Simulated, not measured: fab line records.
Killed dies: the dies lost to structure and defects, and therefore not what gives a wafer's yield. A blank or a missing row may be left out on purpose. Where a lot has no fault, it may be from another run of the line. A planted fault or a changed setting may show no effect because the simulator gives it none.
Which tool is to blame?	flow nand harc	12 lots, 36 wafers sampled, at 3 steps of a route of 1159

== WHAT THE GAUGES SHOWED, per wafer ==
NHARC_P_M2_CD_MEAS_16.
lot	measured	on	cd nm (nm)
L075	day 6 14:19	cd sem-02	171.1 171.6 172.4
L076	day 7 04:44	cd sem-01	171.3 170.4 169.0
L080	day 7 13:25	cd sem-03	168.5 170.2 170.3
L082	day 7 23:31	cd sem-01	168.7 170.0 169.1
L085	day 8 17:32	cd sem-01	170.3 170.6 169.1
L084	day 8 20:05	cd sem-01	168.6 171.3 170.6
L086	day 9 06:37	cd sem-02	169.8 168.1 168.6
L088	day 9 17:43	cd sem-01	171.1 169.9 171.2
L091	day 10 13:01	cd sem-02	168.4 168.0 168.2
L093	day 10 23:29	cd sem-02	170.8 172.4 170.5
L096	day 11 17:54	cd sem-03	169.7 168.0 170.0
L097	day 11 19:34	cd sem-02	168.7 169.6 169.8

== EACH LOT AND THE TOOL THAT RAN IT (in order: tool; ch and the chambers of the sampled wafers; start) ==
lot	NHARC_P_M1_PRE_CLEAN_30	NHARC_P_M1_PVD_21
L075	pvd sputter-02, day 6 14:19 or earlier	pvd sputter-02, day 6 14:19 or earlier
L076	pvd sputter-02, day 7 04:44 or earlier	pvd sputter-02, day 7 04:44 or earlier
L080	pvd sputter-01, day 7 13:25 or earlier	pvd sputter-01, day 7 13:25 or earlier
L082	pvd sputter-03, day 7 23:31 or earlier	pvd sputter-03, day 7 23:31 or earlier
L085	pvd sputter-03, day 8 17:32 or earlier	pvd sputter-03, day 8 17:32 or earlier
L084	pvd sputter-03, day 8 20:05 or earlier	pvd sputter-03, day 8 20:05 or earlier
L086	pvd sputter-02, day 9 06:37 or earlier	pvd sputter-02, day 9 06:37 or earlier
L088	pvd sputter-03, day 9 17:43 or earlier	pvd sputter-03, day 9 17:43 or earlier
L091	pvd sputter-03, day 10 13:01 or earlier	pvd sputter-03, day 10 13:01 or earlier
L093	pvd sputter-01, day 10 23:29 or earlier	pvd sputter-01, day 10 23:29 or earlier
L096	pvd sputter-02, day 11 17:54 or earlier	pvd sputter-02, day 11 17:54 or earlier
L097	pvd sputter-03, day 11 19:34 or earlier	pvd sputter-03, day 11 19:34 or earlier
- NHARC_P_M1_PRE_CLEAN_30: time 30 s.
- NHARC_P_M1_PVD_21: deposits Cu, target thk 30 nm, time 20.49 s.

== THE ANSWER, worked out from the rows above alone ==
Rule: what is usual is taken from the lots themselves. The widest of any qualifying gaps counts: lots, ordered by their means at a reading, are off when they make up no more than a third of the lots, leave a main group of 4 or more, and stand apart from it by 3 or more times the standard deviation of that group's means. The tables above print the reading to a certain number of digits; a main group whose means all agree to those digits is not used. A lot without any number at a reading at which 4 lots or more have one is off too. Any other lot the step has rows for is counted as sound.
Nothing can be told from this: no lot is off at any reading shown.

== WHAT THE SIMULATOR HAD PUT IN ==
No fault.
